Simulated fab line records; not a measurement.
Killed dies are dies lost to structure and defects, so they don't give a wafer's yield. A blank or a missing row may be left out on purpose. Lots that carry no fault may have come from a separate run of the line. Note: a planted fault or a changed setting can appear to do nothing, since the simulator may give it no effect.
fab line records	flow n5Finfet	part 1 of 2: steps 1 to 19 of 27
record lots=5	wafers=15	lastDay=22
route steps=1938 shown BEOL_M1@755
lots that met no fault: from a run of the same line without faults
startH: the number of hours between the record's first day and the start of the first shown wafer of the lot	waitH: hours elapsed since this lot's preceding step	" same as the row above	L1.1+2: one row covering several wafers at once	- no value, or no start was given	* or withheld: withheld	< > ~ a bound
route shown NAME@n: names a module that has steps shown in the file, with the first one's number in the route	usual: mean/standard deviation of fault-free wafers	same: alike in all rows	chamber/n: place in a boat	sites: the reading at each site	_std_site: their standard deviation	_edge_site: mean of outer sites minus mean of inner sites	radiusMm: how far each site lies from the wafer's centre	mask NAME#n: copy n	behind: the most recent tool/chamber to have shaped the wafer	hold: what put the lot on hold/how long, in hours/how the hold closed	device: the n, p or np transistor that did not switch	end of line: the tests these same wafers got at the end of their route	step lacking rows: just its recipe	killed: dies that structure and defects cost at the first sort, which is not the same as the wafer's yield	map: shows each die of a wafer: x if killed, . if not, _ if none is there
set.NAME: the setting the step ran with; set.NAME@STEP: the setting that earlier step ran with	model.NAME: the simulator's own value behind a step, which no gauge read
lots seen at some steps along the route; tables by step, rows by wafer
services: from which hour (startH, from the record's first day; less than 0 if before it) a tool's chamber was out of use, for how many hours, and why
## steps
# step N5_BEOL_M1_COAT_61
# recipe resist=SOC	tempC=250	timeS=60	spinRpm=1500	resistThkNm=60
# usual exhaustPa=45.0/0.84	plateTempC=250.01/0.21
lot.wafer	tool	chamber	startH	waitH	exhaustPa	plateTempC
L077.1	lithoTrack-04	0	149.87	0.1	45.8	250.25
L077.4	"	0	"	"	46.0	250.37
L077.5	"	0	"	"	45.9	250.49
L078.1	lithoTrack-03	0	150.60	0.1	46.0	250.18
L078.3	"	0	"	"	45.2	250.09
L078.5	"	0	"	"	44.8	250.09
L082.2	lithoTrack-05	0	172.18	0.1	45.4	249.81
L082.3	"	0	"	"	45.2	249.83
L082.4	"	0	"	"	45.0	249.57
L086.1	lithoTrack-03	0	212.54	0.1	44.6	250.01
L086.5	"	0	"	"	44.2	250.14
L086.6	"	0	"	"	43.1	250.08
L091.1	lithoTrack-04	0	236.71	0.1	44.0	249.76
L091.3	"	0	"	"	44.4	249.65
L091.6	"	0	"	"	43.1	250.00
# step N5_BEOL_M1_COAT_62
# recipe resist=SiARC	tempC=220	timeS=60	spinRpm=1500	resistThkNm=12
# usual exhaustPa=44.9/1.1	plateTempC=220.03/0.17
lot.wafer	tool	chamber	startH	waitH	exhaustPa	plateTempC
L077.1	lithoTrack-04	0	-	-	42.8	220.12
L077.4	"	0	"	"	44.2	220.05
L077.5	"	0	"	"	43.5	220.04
L078.1	lithoTrack-03	0	-	-	45.4	220.14
L078.3	"	0	"	"	46.0	220.37
L078.5	"	0	"	"	46.9	220.10
L082.2	lithoTrack-05	0	-	-	45.1	220.05
L082.3	"	0	"	"	46.4	219.81
L082.4	"	0	"	"	45.1	220.14
L086.1	lithoTrack-03	0	-	-	44.0	219.86
L086.5	"	0	"	"	45.1	220.03
L086.6	"	0	"	"	44.9	219.98
L091.1	lithoTrack-04	0	-	-	44.5	219.86
L091.3	"	0	"	"	45.2	219.84
L091.6	"	0	"	"	43.2	220.09
# step N5_BEOL_M1_COAT_73
# recipe resist=underlayer	tempC=205	timeS=60	spinRpm=1500	resistThkNm=5
# usual exhaustPa=45.1/0.85	plateTempC=205.03/0.14
lot.wafer	tool	chamber	startH	waitH	exhaustPa	plateTempC
L077.1	lithoTrack-04	0	-	-	44.9	204.97
L077.4	"	0	"	"	46.4	204.90
L077.5	"	0	"	"	45.4	204.84
L078.1	lithoTrack-03	0	-	-	44.7	204.61
L078.3	"	0	"	"	45.1	204.84
L078.5	"	0	"	"	45.8	205.15
L082.2	lithoTrack-05	0	-	-	45.1	205.03
L082.3	"	0	"	"	44.3	204.98
L082.4	"	0	"	"	45.0	205.23
L086.1	lithoTrack-03	0	-	-	43.8	204.87
L086.5	"	0	"	"	44.4	204.98
L086.6	"	0	"	"	43.1	205.18
L091.1	lithoTrack-04	0	-	-	45.0	205.18
L091.3	"	0	"	"	46.3	205.09
L091.6	"	0	"	"	45.5	205.05
# step N5_BEOL_M1_COAT_05
# recipe resist=CAR-EUV	spinRpm=1500	resistThkNm=30
# usual exhaustPa=45.3/0.85
lot.wafer	tool	chamber	startH	waitH	exhaustPa
L077.1	lithoTrack-04	0	-	-	45.8
L077.4	"	0	"	"	47.0
L077.5	"	0	"	"	46.4
L078.1	lithoTrack-03	0	-	-	45.2
L078.3	"	0	"	"	45.3
L078.5	"	0	"	"	44.6
L082.2	lithoTrack-05	0	-	-	45.8
L082.3	"	0	"	"	45.8
L082.4	"	0	"	"	45.1
L086.1	lithoTrack-03	0	-	-	45.1
L086.5	"	0	"	"	45.2
L086.6	"	0	"	"	44.6
L091.1	lithoTrack-04	0	-	-	45.1
L091.3	"	0	"	"	43.9
L091.6	"	0	"	"	44.9
# step N5_BEOL_M1_EBR_07
# recipe solvent=PGMEA	ebrWidthMm=1.5
# usual exhaustPa=45.1/0.92
lot.wafer	tool	chamber	startH	waitH	exhaustPa
L077.1	lithoTrack-04	0	-	-	45.2
L077.4	"	0	"	"	44.9
L077.5	"	0	"	"	45.8
L078.1	lithoTrack-03	0	-	-	45.6
L078.3	"	0	"	"	45.6
L078.5	"	0	"	"	45.6
L082.2	lithoTrack-05	0	-	-	44.7
L082.3	"	0	"	"	45.3
L082.4	"	0	"	"	45.8
L086.1	lithoTrack-03	0	-	-	44.2
L086.5	"	0	"	"	45.3
L086.6	"	0	"	"	44.2
L091.1	lithoTrack-04	0	-	-	45.6
L091.3	"	0	"	"	45.1
L091.6	"	0	"	"	45.2
# step N5_BEOL_M1_SOFTBAKE_06
# recipe tempC=110	timeS=60	resist=CAR-EUV
# usual exhaustPa=44.8/0.9	plateTempC=110.00/0.13
lot.wafer	tool	chamber	startH	waitH	exhaustPa	plateTempC
L077.1	lithoTrack-04	0	-	-	46.3	110.23
L077.4	"	0	"	"	45.6	109.97
L077.5	"	0	"	"	45.5	110.22
L078.1	lithoTrack-03	0	-	-	45.3	110.03
L078.3	"	0	"	"	44.4	109.80
L078.5	"	0	"	"	44.9	109.94
L082.2	lithoTrack-05	0	-	-	44.6	109.94
L082.3	"	0	"	"	44.5	110.23
L082.4	"	0	"	"	41.9	109.95
L086.1	lithoTrack-03	0	-	-	43.7	110.26
L086.5	"	0	"	"	45.5	110.09
L086.6	"	0	"	"	44.6	109.98
L091.1	lithoTrack-04	0	-	-	44.5	109.84
L091.3	"	0	"	"	45.6	110.07
L091.6	"	0	"	"	45.9	109.78
# step N5_BEOL_M1_EXPOSE_08
# recipe maskId=M1	na=0.33	sourceShape=dipole	sigmaInner=0.369	sigmaOuter=0.767	polarization=unpolarized	doseMj=33
lot.wafer	tool	chamber	startH	waitH	mask
L077.1+4+5	euvScanner-01	0	150.01	-	M1#0
L078.1+3+5	euvScanner-01	0	150.74	-	M1#0
L082.2+3+4	euvScanner-01	0	172.38	-	M1#0
L086.1+5+6	euvScanner-02	0	212.85	-	M1#0
L091.1+3+6	euvScanner-01	0	236.85	-	M1#0
# step N5_BEOL_M1_PEB_09
# recipe pebTempC=100	pebTimeS=60	resist=CAR-EUV
# usual exhaustPa=45.0/0.92	plateTempC=100.00/0.11
lot.wafer	tool	chamber	startH	waitH	exhaustPa	plateTempC
L077.1	lithoTrack-03	0	150.07	0.1	45.1	100.07
L077.4	"	0	"	"	46.2	100.10
L077.5	"	0	"	"	45.3	100.06
L078.1	lithoTrack-04	0	150.80	0.1	46.2	99.99
L078.3	"	0	"	"	45.6	100.08
L078.5	"	0	"	"	46.2	100.03
L082.2	lithoTrack-05	0	172.43	0.0	45.4	99.96
L082.3	"	0	"	"	46.0	99.92
L082.4	"	0	"	"	45.5	99.94
L086.1	lithoTrack-05	0	212.91	0.1	44.4	100.01
L086.5	"	0	"	"	46.4	100.01
L086.6	"	0	"	"	44.9	100.16
L091.1	lithoTrack-03	0	236.91	0.1	44.5	100.00
L091.3	"	0	"	"	44.2	100.05
L091.6	"	0	"	"	45.2	99.96
# step N5_BEOL_M1_DEVELOP_10
# recipe developTimeS=30	developer=TMAH	resist=CAR-EUV	rinseLiquid=surfactantRinse	dry=airSpin	devTempC=23
# usual exhaustPa=44.7/0.92
# same developTimeS=30
lot.wafer	tool	chamber	startH	waitH	exhaustPa
L077.1	lithoTrack-03	0	-	-	43.8
L077.4	"	0	"	"	44.0
L077.5	"	0	"	"	43.9
L078.1	lithoTrack-04	0	-	-	45.3
L078.3	"	0	"	"	45.4
L078.5	"	0	"	"	44.4
L082.2	lithoTrack-05	0	-	-	46.7
L082.3	"	0	"	"	44.4
L082.4	"	0	"	"	46.1
L086.1	lithoTrack-05	0	-	-	44.6
L086.5	"	0	"	"	44.2
L086.6	"	0	"	"	44.1
L091.1	lithoTrack-03	0	-	-	44.3
L091.3	"	0	"	"	46.1
L091.6	"	0	"	"	45.6
# step N5_BEOL_M1_CD_MEAS_11
# recipe targetCdNm=17.05	landingEnergyEv=500	detector=seInlens	polarity=opening
# usual cdNm=17.07/0.24
lot.wafer	tool	chamber	startH	waitH	cdNm
L077.1	cdSem-03	0	150.13	-	17.04
L077.4	"	0	"	"	17.30
L077.5	"	0	"	"	17.39
L078.1	cdSem-03	0	150.87	-	17.13
L078.3	"	0	"	"	17.64
L078.5	"	0	"	"	17.31
L082.2	cdSem-01	0	172.50	-	16.91
L082.3	"	0	"	"	16.92
L082.4	"	0	"	"	16.99
L086.1	cdSem-02	0	212.98	-	17.26
L086.5	"	0	"	"	16.57
L086.6	"	0	"	"	16.82
L091.1	cdSem-03	0	236.97	-	17.33
L091.3	"	0	"	"	17.32
L091.6	"	0	"	"	16.73
# step N5_BEOL_M1_OVL_MEAS_12
# recipe pointsPerWafer=522
# usual M1_OVL=-0.5/0.62
lot.wafer	tool	chamber	startH	waitH	M1_OVL[nm]
L077.1	overlay-02	0	150.16	0.0	0.1
L077.4	"	0	"	"	0.0
L077.5	"	0	"	"	0.2
L078.1	overlay-01	0	150.90	0.0	-1.4
L078.3	"	0	"	"	-0.5
L078.5	"	0	"	"	-0.5
L082.2	overlay-02	0	172.53	0.0	-0.1
L082.3	"	0	"	"	-1.3
L082.4	"	0	"	"	-0.7
L086.1	overlay-01	0	213.01	0.0	-0.3
L086.5	"	0	"	"	0.4
L086.6	"	0	"	"	-0.4
L091.1	overlay-01	0	237.00	0.0	-1.0
L091.3	"	0	"	"	-0.7
L091.6	"	0	"	"	0.1
# step N5_BEOL_M1_INSPECT_13
# recipe mode=adi	inspectInstrument=brightfield
# usual rawDefectCount=427/110
lot.wafer	tool	chamber	startH	waitH	rawDefectCount
L077.1	defectInspect-01	-	150.22	0.1	547
L077.4	"	-	"	"	654
L077.5	"	-	"	"	540
L078.1	defectInspect-01	-	150.95	0.1	359
L078.3	"	-	"	"	678
L078.5	"	-	"	"	456
L082.2	defectInspect-02	-	172.58	0.0	314
L082.3	"	-	"	"	425
L082.4	"	-	"	"	252
L086.1	defectInspect-02	-	213.06	0.1	547
L086.5	"	-	"	"	753
L086.6	"	-	"	"	475
L091.1	defectInspect-01	-	237.06	0.1	490
L091.3	"	-	"	"	419
L091.6	"	-	"	"	558
# step N5_BEOL_M1_DESCUM_16
# recipe chemistry=O2	timeS=7	sourcePowerW=50	biasPowerW=20	pressureMtorr=20	rfFrequencyHz=2.712e+07	tempC=40	resist=CAR-EUV	o2FlowSccm=225
# usual biasPowerW=20.00/0.061	drypumpMotorCurrentA=5.6/0.38	o2FlowSccm=224.9/0.64	oesProductAu=0.77/0.082	rfVppV=243.2/1.1	showerheadPlenumPTorr=2.09/0.05	throttleValvePct=20.27/0.23
lot.wafer	tool	chamber	startH	waitH	biasPowerW	drypumpMotorCurrentA	o2FlowSccm	oesProductAu	rfHoursCounterH	rfVppV	showerheadPlenumPTorr	throttleValvePct
L077.1	rieDiel-05	0	151.26	1.0	19.91	5.3	225.1	0.72	196	242.9	2.08	20.42
L077.4	"	2	"	"	20.04	5.6	226.4	0.76	125	243.2	2.08	20.04
L077.5	"	1	"	"	20.02	6.0	225.2	0.71	-	244.8	2.06	20.43
L078.1	rieDiel-04	1	152.15	1.2	19.90	5.4	225.9	0.74	184	244.9	2.10	20.77
L078.3	"	2	"	"	19.99	5.1	225.0	0.72	182	244.6	2.15	20.25
L078.5	"	2	"	"	19.97	5.1	224.2	0.72	-	243.6	2.15	20.24
L082.2	rieDiel-01	3	172.82	0.2	19.99	6.2	225.5	0.98	7	244.8	2.13	20.10
L082.3	"	1	"	"	19.95	5.6	224.6	0.80	92	242.4	2.10	20.02
L082.4	"	0	"	"	20.10	5.0	224.8	0.76	115	241.2	2.01	19.99
L086.1	rieDiel-05	2	213.28	0.2	19.94	5.6	225.0	0.75	151	243.6	2.07	20.05
L086.5	"	0	"	"	20.03	5.3	226.2	0.70	-	243.1	2.07	20.46
L086.6	"	1	"	"	20.02	5.9	225.3	0.69	-	243.3	2.05	20.47
L091.1	rieDiel-01	3	237.19	0.1	20.05	6.2	224.5	0.94	29	244.9	2.13	20.14
L091.3	"	0	"	"	20.13	5.0	224.3	0.75	139	241.1	2.00	20.04
L091.6	"	3	"	"	20.06	6.2	225.6	0.92	-	243.2	2.13	20.13
# step N5_BEOL_M1_ETCH_74
# recipe chemistry=N2/H2	target=underlayer	targetDepthA=65	maskMaterial=CAR-EUV	timeS=5.2	ionEnergyEv=200	pressureMtorr=30	sourceW=840	biasW=150	n2FlowSccm=200	h2FlowSccm=200	ends=cleared
# usual drypumpMotorCurrentA=5.6/0.38	etchRfOnTimeS=5.25/0.11	oesProductAu=0.65/0.068	rfVppV=523.9/1.9	showerheadPlenumPTorr=2.54/0.064	throttleValvePct=17.73/0.21
lot.wafer	tool	chamber	startH	waitH	drypumpMotorCurrentA	etchRfOnTimeS	oesProductAu	rfHoursCounterH	rfVppV	showerheadPlenumPTorr	throttleValvePct
L077.1	rieDiel-05	0	151.30	0.0	5.3	5.47	0.60	196	523.2	2.51	17.78
L077.4	"	2	"	"	5.7	5.22	0.66	125	525.8	2.53	17.53
L077.5	"	1	"	"	5.9	5.16	0.60	-	523.6	2.52	17.89
L078.1	rieDiel-04	1	152.18	0.0	5.4	5.15	0.64	184	524.5	2.54	18.04
L078.3	"	2	"	"	5.1	5.11	0.62	182	526.7	2.64	17.98
L078.5	"	2	"	"	5.1	5.16	0.62	-	523.6	2.64	17.99
L082.2	rieDiel-01	3	172.85	0.0	6.2	5.18	0.83	7	524.9	2.58	17.37
L082.3	"	1	"	"	5.6	5.21	0.68	92	525.0	2.58	17.70
L082.4	"	0	"	"	5.0	5.32	0.64	115	521.3	2.45	17.48
L086.1	rieDiel-05	2	213.32	0.0	5.7	5.20	0.64	151	524.0	2.52	17.58
L086.5	"	0	"	"	5.3	5.40	0.59	-	522.5	2.50	17.83
L086.6	"	1	"	"	5.9	5.09	0.60	-	522.3	2.51	17.95
L091.1	rieDiel-01	3	237.22	0.0	6.2	5.11	0.78	29	525.2	2.57	17.41
L091.3	"	0	"	"	5.0	5.34	0.63	139	520.8	2.44	17.52
L091.6	"	3	"	"	6.2	5.12	0.78	-	525.2	2.57	17.44
# step N5_BEOL_M1_ETCH_63
# recipe chemistry=CF4	target=SiARC	targetDepthA=156	maskMaterial=CAR-EUV	timeS=26	ionEnergyEv=80	pressureMtorr=40	sourceW=545	biasW=36	Ar_flow_sccm=100	cf4FlowSccm=100	ends=cleared
# usual drypumpMotorCurrentA=5.6/0.38	etchRfOnTimeS=26.2/0.52	mfcArSccm=100.02/0.28	oesProductAu=0.65/0.067	rfVppV=184.1/0.97	showerheadPlenumPTorr=2.15/0.046	throttleValvePct=15.55/0.2
lot.wafer	tool	chamber	startH	waitH	drypumpMotorCurrentA	etchRfOnTimeS	mfcArSccm	oesProductAu	rfHoursCounterH	rfVppV	showerheadPlenumPTorr	throttleValvePct
L077.1	rieDiel-05	0	151.31	0.0	5.3	27.1	99.87	0.61	196	183.7	2.13	15.65
L077.4	"	2	"	"	5.6	26.0	99.81	0.65	125	184.1	2.16	15.46
L077.5	"	1	"	"	5.9	25.9	100.15	0.61	-	184.4	2.12	15.70
L078.1	rieDiel-04	1	152.20	0.0	5.4	25.8	99.89	0.63	184	181.9	2.15	15.92
L078.3	"	2	"	"	5.1	25.9	99.63	0.62	182	186.4	2.22	15.61
L078.5	"	2	"	"	5.1	26.0	100.21	0.62	-	184.6	2.22	15.60
L082.2	rieDiel-01	3	172.87	0.0	6.2	26.0	99.95	0.82	7	184.4	2.17	15.17
L082.3	"	1	"	"	5.6	26.3	100.09	0.68	92	184.9	2.17	15.45
L082.4	"	0	"	"	5.0	26.7	99.81	0.65	115	182.4	2.07	15.28
L086.1	rieDiel-05	2	213.33	0.0	5.6	26.2	99.44	0.64	151	185.6	2.15	15.50
L086.5	"	0	"	"	5.2	26.7	100.58	0.59	-	184.1	2.12	15.71
L086.6	"	1	"	"	5.9	25.4	100.52	0.60	-	182.9	2.11	15.76
L091.1	rieDiel-01	3	237.24	0.0	6.2	25.9	100.01	0.77	29	184.9	2.16	15.24
L091.3	"	0	"	"	5.0	26.6	99.73	0.63	139	182.3	2.06	15.33
L091.6	"	3	"	"	6.2	25.7	99.66	0.77	-	185.4	2.16	15.22
# step N5_BEOL_M1_ETCH_64
# recipe chemistry=N2/H2	target=SOC	targetDepthA=750	overetchA=150	maskMaterial=SiARC	tempC=40	timeS=112.5	ionEnergyEv=200	pressureMtorr=30	sourceW=840	biasW=150	n2FlowSccm=200	h2FlowSccm=200
# usual drypumpMotorCurrentA=5.6/0.38	oesProductAu=0.61/0.061	rfVppV=523.9/1.8	showerheadPlenumPTorr=2.54/0.064	throttleValvePct=17.69/0.21
lot.wafer	tool	chamber	startH	waitH	drypumpMotorCurrentA	oesProductAu	rfHoursCounterH	rfVppV	showerheadPlenumPTorr	throttleValvePct
L077.1	rieDiel-05	0	151.34	0.0	5.3	0.57	196	523.6	2.51	17.74
L077.4	"	2	"	"	5.6	0.61	125	523.6	2.53	17.47
L077.5	"	1	"	"	5.9	0.57	-	523.3	2.52	17.86
L078.1	rieDiel-04	1	152.23	0.0	5.4	0.58	184	523.6	2.54	18.00
L078.3	"	2	"	"	5.1	0.57	182	525.8	2.64	17.94
L078.5	"	2	"	"	5.1	0.57	-	525.8	2.64	17.95
L082.2	rieDiel-01	3	172.90	0.0	6.2	0.75	7	524.7	2.58	17.35
L082.3	"	1	"	"	5.6	0.63	92	524.9	2.58	17.66
L082.4	"	0	"	"	5.0	0.61	115	519.4	2.45	17.45
L086.1	rieDiel-05	2	213.36	0.0	5.7	0.60	151	524.5	2.52	17.53
L086.5	"	0	"	"	5.3	0.56	-	522.7	2.50	17.80
L086.6	"	1	"	"	5.9	0.55	-	523.6	2.51	17.91
L091.1	rieDiel-01	3	237.27	0.0	6.2	0.71	30	525.4	2.57	17.40
L091.3	"	0	"	"	5.0	0.59	139	521.0	2.44	17.50
L091.6	"	3	"	"	6.2	0.72	-	525.5	2.57	17.38
# step N5_BEOL_M1_STRIP_65
# recipe chemistry=N2/H2	tempC=40	n2FlowSccm=200	h2FlowSccm=200	rfFrequencyHz=6e+07
lot.wafer	tool	chamber	startH	waitH
L077.1+4+5	rieDiel-05	0,2,1	151.45	0.1
L078.1+3+5	rieDiel-04	1,2,2	152.33	0.1
L082.2+3+4	rieDiel-01	3,1,0	173.01	0.1
L086.1+5+6	rieDiel-05	2,0,1	213.47	0.1
L091.1+3+6	rieDiel-01	3,0,3	237.37	0.1
# step N5_BEOL_M1_STRIP_75
# recipe chemistry=N2/H2	tempC=40	n2FlowSccm=200	h2FlowSccm=200	rfFrequencyHz=6e+07
lot.wafer	tool	chamber	startH	waitH
L077.1+4+5	rieDiel-05	0,2,1	151.46	0.0
L078.1+3+5	rieDiel-04	1,2,2	152.34	0.0
L082.2+3+4	rieDiel-01	3,1,0	173.02	0.0
L086.1+5+6	rieDiel-05	2,0,1	213.48	0.0
L091.1+3+6	rieDiel-01	3,0,3	237.38	0.0
# step N5_BEOL_M1_STRIP_66
# recipe chemistry=CF4	resist=SiARC	powerW=300	biasPowerW=75	pressureMtorr=50	cf4FlowSccm=150	rfFrequencyHz=6e+07
# usual biasPowerW=74.99/0.24	drypumpMotorCurrentA=5.6/0.38	oesProductAu=0.76/0.075	rfVppV=271.2/1.2	showerheadPlenumPTorr=1.80/0.04	throttleValvePct=13.53/0.21
lot.wafer	tool	chamber	startH	waitH	biasPowerW	drypumpMotorCurrentA	oesProductAu	rfHoursCounterH	rfVppV	showerheadPlenumPTorr	throttleValvePct
L077.1	rieDiel-05	0	151.47	0.0	74.95	5.3	0.72	196	269.9	1.77	13.61
L077.4	"	2	"	"	74.98	5.6	0.75	125	270.9	1.82	13.46
L077.5	"	1	"	"	74.92	5.9	0.70	-	270.8	1.78	13.75
L078.1	rieDiel-04	1	152.35	0.0	75.07	5.4	0.73	184	271.6	1.79	13.85
L078.3	"	2	"	"	74.69	5.1	0.73	182	271.3	1.86	13.59
L078.5	"	2	"	"	74.69	5.0	0.72	-	273.6	1.86	13.60
L082.2	rieDiel-01	3	173.03	0.0	74.94	6.2	0.95	7	271.5	1.82	13.15
L082.3	"	1	"	"	75.23	5.6	0.80	92	270.6	1.83	13.44
L082.4	"	0	"	"	74.99	5.0	0.77	115	269.8	1.72	13.21
L086.1	rieDiel-05	2	213.49	0.0	75.21	5.6	0.74	151	270.8	1.81	13.51
L086.5	"	0	"	"	75.04	5.3	0.70	-	269.7	1.76	13.67
L086.6	"	1	"	"	74.85	5.9	0.69	-	268.9	1.78	13.79
L091.1	rieDiel-01	3	237.39	0.0	75.13	6.2	0.89	30	271.4	1.81	13.17
L091.3	"	0	"	"	74.96	5.0	0.75	139	270.2	1.71	13.27
L091.6	"	3	"	"	75.27	6.2	0.89	-	270.6	1.81	13.18
